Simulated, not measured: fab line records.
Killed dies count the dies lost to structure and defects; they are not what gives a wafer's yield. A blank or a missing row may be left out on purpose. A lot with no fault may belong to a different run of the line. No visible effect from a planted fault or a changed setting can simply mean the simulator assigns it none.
Chamber matching ; flow nand harc ; NHARC_A_STAIRCASE_DESCUM_312 on rie diel-13: 4 sister chambers
The step chemistry O2, time 3 s. 16 wafers are shown with their chamber, then 8 later ones without.

WAFERS, EACH WITH ITS CHAMBER
wafer;chamber;drypump motor current A (A);showerhead plenum p Torr (Torr);oes product au (a.u.)
L077.1;3;5.44;1.84;1.000
L077.4;2;6.17;1.77;1.006
L077.5;3;5.41;1.84;0.985
L082.1;1;5.64;1.79;0.990
L082.2;0;5.71;1.88;1.000
L082.3;2;6.19;1.76;1.001
L082.4;3;5.43;1.83;0.987
L082.5;1;5.62;1.79;0.990
L082.6;0;5.74;1.88;0.986
L084.1;3;5.45;1.83;0.993
L084.3;0;5.73;1.88;0.982
L084.5;0;5.73;1.88;0.991
L086.4;0;5.74;1.88;0.988
L086.5;3;5.44;1.83;0.995
L086.6;2;6.17;1.76;1.013
L092.3;1;5.61;1.78;0.979

SIGNATURES (averages over the wafers above)
reading;chamber 0;chamber 1;chamber 2;chamber 3;scatter within a chamber
drypump motor current A;5.7300;5.6233;6.1767;5.4340;0.0137
showerhead plenum p Torr;1.8800;1.7867;1.7633;1.8340;0.00459
oes product au;0.98940;0.98633;1.00667;0.99200;0.00635
Rule: a wafer's distance from a chamber is the root of the sum, over the readings, of the square of ((its reading less the chamber's mean) divided by the reading's scatter). If the next closest chamber is less than 2 further off than the closest, the wafer can't be placed; otherwise it belongs to the closest. How the scatter is found: for the shown wafers, subtract from each reading the mean of its chamber, square and add these, divide the total by (wafers less chambers), then take the root.

WAFERS WITH NO CHAMBER GIVEN
wafer;drypump motor current A (A);showerhead plenum p Torr (Torr);oes product au (a.u.)
L092.4;5.43;1.82;0.991
L092.6;6.18;2.07;1.011
L094.1;5.43;1.82;0.988
L094.3;6.19;2.07;0.995
L094.4;5.74;1.87;1.004
L097.2;5.69;1.86;1.008
L097.4;5.65;1.78;0.983
L097.5;6.18;2.07;1.011

THE CHAMBER EACH PASSED THROUGH
wafer;from the rows above;in truth
L092.4;3;3
L092.6;0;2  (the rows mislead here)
L094.1;3;3
L094.3;0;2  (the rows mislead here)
L094.4;0;0
L097.2;0;0
L097.4;1;1
L097.5;0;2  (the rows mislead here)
Correct placement for 5 of the 8. Not placeable from these rows: 0. 3 placed wrongly.
